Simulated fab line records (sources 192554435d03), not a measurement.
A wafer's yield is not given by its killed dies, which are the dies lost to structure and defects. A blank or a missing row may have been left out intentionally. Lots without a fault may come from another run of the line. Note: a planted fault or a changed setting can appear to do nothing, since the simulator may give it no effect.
Matching of chambers | flow n5Finfet | rieDiel-02 running N5_FIN_SAQP_ETCH_57: 4 sister chambers
The step etches SiNx in CH3F/O2, target depth 32.5 nm, time 46.4 s. 20 wafers are shown with their chamber, then 10 later ones without.

WAFERS WITH THEIR CHAMBER
wafer  | chamber | drypumpMotorCurrentA (A) | showerheadPlenumPTorr (Torr) | throttleValvePct (%)
L077.3 | 1       | 6.2                      | 2.09                         | 16.30
L077.5 | 3       | 5.6                      | 2.02                         | 16.32
L077.6 | 2       | 5.2                      | 2.08                         | 16.61
L078.1 | 3       | 5.6                      | 2.02                         | 16.33
L078.2 | 0       | 5.3                      | 1.90                         | 16.10
L078.5 | 1       | 6.2                      | 2.09                         | 16.30
L081.1 | 3       | 5.6                      | 2.02                         | 16.33
L081.5 | 1       | 6.2                      | 2.09                         | 16.31
L081.6 | 0       | 5.3                      | 1.90                         | 16.12
L082.2 | 0       | 5.3                      | 1.90                         | 16.13
L082.3 | 2       | 5.2                      | 2.08                         | 16.64
L082.6 | 3       | 5.6                      | 2.02                         | 16.34
L083.2 | 3       | 5.6                      | 2.02                         | 16.33
L083.5 | 3       | 5.6                      | 2.02                         | 16.35
L083.6 | 2       | 5.2                      | 2.07                         | 16.62
L086.1 | 0       | 5.3                      | 1.90                         | 16.14
L086.3 | 2       | 5.3                      | 2.07                         | 16.65
L086.5 | 1       | 6.2                      | 2.08                         | 16.33
L091.2 | 1       | 6.2                      | 2.08                         | 16.36
L091.3 | 2       | 5.3                      | 2.07                         | 16.68

SIGNATURES, as means of the wafers listed above
reading               | chamber 0 | chamber 1 | chamber 2 | chamber 3 | scatter within a chamber
drypumpMotorCurrentA  | 5.300     | 6.200     | 5.240     | 5.600     | 0.0274
showerheadPlenumPTorr | 1.9000    | 2.0860    | 2.0740    | 2.0200    | 0.00387
throttleValvePct      | 16.1225   | 16.3200   | 16.6400   | 16.3333   | 0.0209
Rule: for a wafer and a chamber, the distance is found by dividing, reading by reading, the gap between the wafer's reading and the chamber's mean by the reading's scatter, squaring, summing and taking the root. The wafer belongs to the nearest chamber; if the next one is less than 2 further off, it can't be placed. The scatter: the root of (the sum of the squares of (reading less its chamber's mean) over the shown wafers, divided by (wafers less chambers)).

WAFERS WITHOUT THEIR CHAMBER
wafer  | drypumpMotorCurrentA (A) | showerheadPlenumPTorr (Torr) | throttleValvePct (%)
L091.6 | 5.6                      | 2.01                         | 16.38
L094.2 | 6.2                      | 2.08                         | 16.37
L094.3 | 5.6                      | 2.01                         | 16.38
L094.5 | 6.2                      | 2.08                         | 16.38
L095.1 | 5.6                      | 2.01                         | 16.39
L095.3 | 6.2                      | 2.08                         | 16.38
L095.4 | 5.3                      | 1.89                         | 16.14
L097.1 | 6.3                      | 2.07                         | 16.38
L097.3 | 5.3                      | 2.06                         | 16.70
L097.5 | 5.3                      | 1.89                         | 16.16

WHICH CHAMBER EACH WENT THROUGH
wafer  | from the rows above | in truth
L091.6 | 3                   | 3
L094.2 | 1                   | 1
L094.3 | 3                   | 3
L094.5 | 1                   | 1
L095.1 | 3                   | 3
L095.3 | 1                   | 1
L095.4 | 0                   | 0
L097.1 | 1                   | 1
L097.3 | 2                   | 2
L097.5 | 0                   | 0
Correct placement for 10 of the 10. Can't be placed from these rows: 0. Wrongly placed: 0.
